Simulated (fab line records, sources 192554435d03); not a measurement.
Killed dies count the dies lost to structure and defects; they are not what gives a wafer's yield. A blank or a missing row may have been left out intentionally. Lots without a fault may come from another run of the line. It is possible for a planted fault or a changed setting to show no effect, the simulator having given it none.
Split-lot trial :: flow n5Finfet :: route with 1938 steps; 7 lots, 21 wafers read

SPLIT DETAILS
At N5_BEOL_M10_EXPOSE_08 (exposes mask M10), the setting doseMj was moved away from the recipe's 53.75 on 5 of the 21 wafers read, by -7.3% to -3.6%. This setting was run at the recipe's value on the other wafers.

FROM THE SPLIT TO THE READING: what the file shows between them, 14 steps
- N5_BEOL_M10_PEB_09: peb time 60 s
- N5_BEOL_M10_DEVELOP_10: develop time 30 s
- N5_BEOL_M10_CD_MEAS_11: target cd 64.1 nm
- N5_BEOL_M10_DESCUM_16: chemistry O2, time 7.9 s
- N5_BEOL_M10_ETCH_61: etches SiARC in CF4, target depth 39 nm, time 65 s
- N5_BEOL_M10_ETCH_62: etches SOC in N2/H2, target depth 110 nm, overetch 22 nm, time 165 s
- N5_BEOL_M10_STRIP_68: strips in N2/H2
- N5_BEOL_M10_HM_OPEN_17: chemistry Cl2/BCl3, target TiN, target depth 20 nm, overetch 6 nm
- N5_BEOL_M10_STRIP_19: strips in O2
- N5_BEOL_M10_CD_MEAS_18: pitch 140 nm, target cd 70 nm
- N5_BEOL_M10_ETCH_41: etches SiCN in CH3F/O2, target depth 42.6 nm, time 86 s (also split here: sourceW)
- N5_BEOL_M10_STRIP_77: strips in N2/H2, time 10 s
- N5_BEOL_M10_PRECLEAN_42: cleans in residue remover, time 60 s
- N5_BEOL_M10_SRD_43: time 30 s

THE READING
cdNm at N5_BEOL_M10_CD_MEAS_35, given in nm (cd target 70 nm). On this fab line, fault-free wafers typically give 69.9 nm with a standard deviation of 0.82 nm.

wafer: L077.1
tool, chamber at the split: arfiScanner-02, 0
doseMj as run: 53.75
against the recipe: recipe
cdNm, nm: 69.3
against lot-mates on the recipe: -

wafer: L077.2
tool, chamber at the split: arfiScanner-02, 0
doseMj as run: 53.75
against the recipe: recipe
cdNm, nm: 70.5
against lot-mates on the recipe: -

wafer: L077.4
tool, chamber at the split: arfiScanner-02, 0
doseMj as run: 53.75
against the recipe: recipe
cdNm, nm: 69.1
against lot-mates on the recipe: -

wafer: L078.2
tool, chamber at the split: arfiScanner-03, 0
doseMj as run: 53.75
against the recipe: recipe
cdNm, nm: 70.6
against lot-mates on the recipe: -

wafer: L078.4
tool, chamber at the split: arfiScanner-03, 0
doseMj as run: 53.75
against the recipe: recipe
cdNm, nm: 71.0
against lot-mates on the recipe: -

wafer: L078.5
tool, chamber at the split: arfiScanner-03, 0
doseMj as run: 53.75
against the recipe: recipe
cdNm, nm: 71.5
against lot-mates on the recipe: -

wafer: L080.1
tool, chamber at the split: arfiScanner-02, 0
doseMj as run: 53.75
against the recipe: recipe
cdNm, nm: 71.1
against lot-mates on the recipe: -

wafer: L080.2
tool, chamber at the split: arfiScanner-02, 0
doseMj as run: 53.75
against the recipe: recipe
cdNm, nm: 70.8
against lot-mates on the recipe: -

wafer: L080.5
tool, chamber at the split: arfiScanner-02, 0
doseMj as run: 51.81
against the recipe: -3.6%
cdNm, nm: 68.9
against lot-mates on the recipe: -2.0

wafer: L096.3
tool, chamber at the split: arfiScanner-01, 0
doseMj as run: 53.75
against the recipe: recipe
cdNm, nm: 70.3
against lot-mates on the recipe: -

wafer: L096.4
tool, chamber at the split: arfiScanner-01, 0
doseMj as run: 49.85
against the recipe: -7.3%
cdNm, nm: 65.1
against lot-mates on the recipe: -5.0

wafer: L096.6
tool, chamber at the split: arfiScanner-01, 0
doseMj as run: 53.75
against the recipe: recipe
cdNm, nm: 69.8
against lot-mates on the recipe: -

wafer: L090.2
tool, chamber at the split: arfiScanner-02, 0
doseMj as run: 50.46
against the recipe: -6.1%
cdNm, nm: 66.3
against lot-mates on the recipe: -3.3

wafer: L090.3
tool, chamber at the split: arfiScanner-02, 0
doseMj as run: 50.46
against the recipe: -6.1%
cdNm, nm: 65.4
against lot-mates on the recipe: -4.2

wafer: L090.5
tool, chamber at the split: arfiScanner-02, 0
doseMj as run: 53.75
against the recipe: recipe
cdNm, nm: 69.6
against lot-mates on the recipe: -

wafer: L097.1
tool, chamber at the split: arfiScanner-02, 0
doseMj as run: 51.5
against the recipe: -4.2%
cdNm, nm: 66.7
against lot-mates on the recipe: -3.4

wafer: L097.2
tool, chamber at the split: arfiScanner-02, 0
doseMj as run: 53.75
against the recipe: recipe
cdNm, nm: 70.7
against lot-mates on the recipe: -

wafer: L097.5
tool, chamber at the split: arfiScanner-02, 0
doseMj as run: 53.75
against the recipe: recipe
cdNm, nm: 69.5
against lot-mates on the recipe: -

wafer: L092.3
tool, chamber at the split: arfiScanner-02, 0
doseMj as run: 53.75
against the recipe: recipe
cdNm, nm: 69.9
against lot-mates on the recipe: -

wafer: L092.4
tool, chamber at the split: arfiScanner-02, 0
doseMj as run: 53.75
against the recipe: recipe
cdNm, nm: 70.0
against lot-mates on the recipe: -

wafer: L092.6
tool, chamber at the split: arfiScanner-02, 0
doseMj as run: 53.75
against the recipe: recipe
cdNm, nm: 69.8
against lot-mates on the recipe: -

FIT RESULTS
A straight line over all 21 wafers: cdNm changes by +0.7 nm for each +1% of doseMj; r = +0.93; the points scatter about the line by 0.71 nm.
The same after taking each lot's own level away (the mean of its wafers on the recipe; 21 wafers): +0.654 nm for each +1%; r = +0.97; scatter 0.43 nm.
On that fit, the largest move of doseMj shifts the reading by 4.7 nm.
Across the lots, their own levels run from 69.60 to 71.03 nm, a range of 1.7 times the standard deviation given above.
Consequently the slope shifts little with the lot-to-lot level, the two slopes agreeing.
Check: with one of the wafers moved furthest among these (-7.3%) left out of the fit, the line predicts -4.64 nm for it against its lot-mates. It came out at -4.95 nm against them.

ADDITIONAL SPLITS CARRIED BY THESE WAFERS
Before the reading, these wafers also passed through other splits. Each is held against what the fit with the lots' levels taken away leaves over:
other split on the same wafers: N5_BEOL_M9_ILD_DEP_00 timeS
wafers away from the commonest value: 7
r with cdNm (lot level and that fit taken away): +0.40

other split on the same wafers: N5_BEOL_M10_COAT_60 spinRpm
wafers away from the commonest value: 6
r with cdNm (lot level and that fit taken away): -0.11

other split on the same wafers: N5_BEOL_M10_ETCH_41 sourceW
wafers away from the commonest value: 3
r with cdNm (lot level and that fit taken away): -0.24

THE WHOLE CHAIN: every reading that the file lists as answering this split, in the file's order
step: N5_BEOL_M10_CD_MEAS_11
what it does: target cd 64.1 nm
reading: cdNm
change (the file's fit): +0.625 nm for each +1% of the setting
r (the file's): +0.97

step: N5_BEOL_M10_ETCH_61
what it does: etches SiARC in CF4, target depth 39 nm, time 65 s
reading: BEOL_M10.cdOffsetNm (the simulator's own value, which no gauge read)
change (the file's fit): +0.659 nm for each +1% of the setting
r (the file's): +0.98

step: N5_BEOL_M10_CD_MEAS_18
what it does: pitch 140 nm, target cd 70 nm
reading: cdNm
change (the file's fit): +0.661 nm for each +1% of the setting
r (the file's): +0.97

step: N5_BEOL_M10_CD_MEAS_35
what it does: target cd 70 nm
reading: cdNm
change (the file's fit): +0.673 nm for each +1% of the setting
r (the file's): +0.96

FILE'S OWN FIT
cdNm changes by +0.673 nm for each +1% of doseMj, r = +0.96.
